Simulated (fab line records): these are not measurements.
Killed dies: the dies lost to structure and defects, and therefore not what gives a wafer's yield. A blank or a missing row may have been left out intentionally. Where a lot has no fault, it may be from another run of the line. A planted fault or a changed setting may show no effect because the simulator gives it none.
Matching of chambers	flow nand_harc	4 sister chambers for NHARC_P_M1_DESCUM_14 on rie_diel-09
The step chemistry O2, time 3 s. 8 wafers are shown with their chamber, then 11 later ones without.

## WAFERS PAIRED WITH THEIR CHAMBERS
wafer	chamber	drypump_motor_current_A (A)	oes_product_au (a.u.)
L078.2	2	5.8	1.008
L082.1	0	6.1	1.005
L082.3	1	5.9	1.003
L082.6	2	5.8	1.012
L084.1	1	5.9	1.005
L084.4	3	5.8	1.005
L084.6	0	6.1	1.000
L090.1	3	5.9	1.002

## WAFERS WITHOUT THEIR CHAMBER
wafer	drypump_motor_current_A (A)	oes_product_au (a.u.)
L090.5	5.8	1.008
L090.6	6.1	1.006
L093.1	5.9	1.008
L093.2	6.1	1.011
L093.4	5.8	1.009
L092.1	6.1	1.005
L092.5	5.8	1.010
L092.6	5.9	0.998
L094.2	6.1	1.005
L094.3	5.8	0.997
L094.6	6.1	1.004

## WHICH CHAMBER EACH ONE RAN IN
wafer	from the rows above	in truth
L090.5	can't be placed: 2 or 3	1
L090.6	0	0
L093.1	can't be placed: 1 or 3 or 2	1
L093.2	0	0
L093.4	2	2
L092.1	0	0
L092.5	2	2
L092.6	can't be placed: 1 or 3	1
L094.2	0	0
L094.3	can't be placed: 3 or 1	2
L094.6	0	0
Placed correctly: 7 of 11. Unplaceable from these rows: 4, with the true chamber sitting among the candidates in 2. Placed wrongly: 0.
How it was worked out, from the rows above alone: a wafer's distance from a chamber is the root of the sum, over the readings, of the square of ((its reading less the chamber's mean) divided by the reading's scatter). If the next closest chamber is less than 2 further off than the closest, the wafer can't be placed; otherwise it belongs to the closest. The mean given for a chamber averages the wafers shown for that chamber. The scatter: the root of (the sum of the squares of (reading less its chamber's mean) over the shown wafers, divided by (wafers less chambers)).
